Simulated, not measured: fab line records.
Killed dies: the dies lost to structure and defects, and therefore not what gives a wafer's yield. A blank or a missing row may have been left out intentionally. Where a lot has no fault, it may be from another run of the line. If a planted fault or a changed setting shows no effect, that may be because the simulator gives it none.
Split-lot study -- flow n5Finfet -- 7 lots, 21 wafers read, on a route of 1938 steps

== ON THE SPLIT ==
At N5_PASSIVATION_PECVD_55 (deposits SiO2 from SiH4/N2O, target thk 400 nm, time 22.5 s), the setting timeS was moved away from the recipe's 22.5 s on 6 of the 21 wafers read, by -11.6% to +10.4%. This setting was run at the recipe's value on the other wafers.

Reading taken at the split's own step.

== THE READING ==
SiO2_of_PASSIVATION_PECVD_55.thkNm (the simulator's own value, which no gauge read), in nm, at N5_PASSIVATION_PECVD_55 (deposits SiO2 from SiH4/N2O, target thk 400 nm, time 22.5 s). The file does not state a usual value for it. Here, 15 wafers ran the recipe; their average is 402.4 nm with a standard deviation of 4.5 nm.

wafer,"tool, chamber at the split","timeS as run, s",against the recipe,"SiO2_of_PASSIVATION_PECVD_55.thkNm, nm",against lot-mates on the recipe
L075.4,"pecvd-02, 0",22.5,recipe,405.8,-
L075.5,"pecvd-02, 1",22.5,recipe,409.6,-
L075.6,"pecvd-02, 2",19.88,-11.6%,363.4,-44.3
L076.2,"pecvd-04, 0",20.85,-7.3%,361.6,-41.2
L076.3,"pecvd-04, 0",20.85,-7.3%,369,-33.8
L076.5,"pecvd-04, 2",22.5,recipe,402.8,-
L077.2,"pecvd-01, 1",22.5,recipe,403.6,-
L077.3,"pecvd-01, 0",22.5,recipe,399.4,-
L077.6,"pecvd-01, 1",22.5,recipe,403.2,-
L080.2,"pecvd-02, 0",22.5,recipe,401.8,-
L080.3,"pecvd-02, 1",22.5,recipe,395.8,-
L080.5,"pecvd-02, 2",22.5,recipe,407,-
L087.1,"pecvd-02, 1",22.5,recipe,399,-
L087.3,"pecvd-02, 2",22.5,recipe,393,-
L087.4,"pecvd-02, 1",22.5,recipe,404.2,-
L092.4,"pecvd-01, 1",22.5,recipe,409,-
L092.5,"pecvd-01, 0",20.63,-8.3%,375,-31.2
L092.6,"pecvd-01, 2",22.5,recipe,403.4,-
L097.1,"pecvd-02, 0",22.5,recipe,398.4,-
L097.4,"pecvd-02, 1",24.85,+10.4%,443.4,+45.0
L097.6,"pecvd-02, 2",24.85,+10.4%,446,+47.6

THE FIT
A straight line over all 21 wafers: SiO2_of_PASSIVATION_PECVD_55.thkNm changes by +3.98 nm for each +1% of timeS; r = +0.97; the points scatter about the line by 5.4 nm.
The same after taking each lot's own level away (the mean of its wafers on the recipe; 21 wafers): +4.32 nm for each +1%; r = +0.98; scatter 4.1 nm.
That fit puts the effect of the largest move of timeS on the reading at 50 nm.
Across the lots, their own levels run from 398.40 to 407.70 nm, a range of 2.1 times the standard deviation given above.
Consequently the slope shifts little with the lot-to-lot level, the two slopes agreeing.
Check: for one of the wafers moved furthest among these (-11.6%), held out of the fit, the line's prediction against its lot-mates is -52.6 nm. It came out at -44.3 nm against them.

== THE WHOLE CHAIN: every reading that the file lists as answering this split, in the file's order ==
step,what it does,reading,change (the file's fit),r (the file's)
N5_PASSIVATION_PECVD_55,"deposits SiO2 from SiH4/N2O, target thk 400 nm, time 22.5 s","SiO2_of_PASSIVATION_PECVD_55.thkNm (the simulator's own value, which no gauge read)",+4.17 nm for each +1% of the setting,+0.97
N5_PASSIVATION_VIA_ETCH_13,"etches SiO2 in CHF3/O2, target depth 660 nm, time 330 s",etchRfOnTimeS,withheld for each +1% of the setting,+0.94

== FILE'S OWN FIT ==
SiO2_of_PASSIVATION_PECVD_55.thkNm changes by +4.17 nm for each +1% of timeS, r = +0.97.
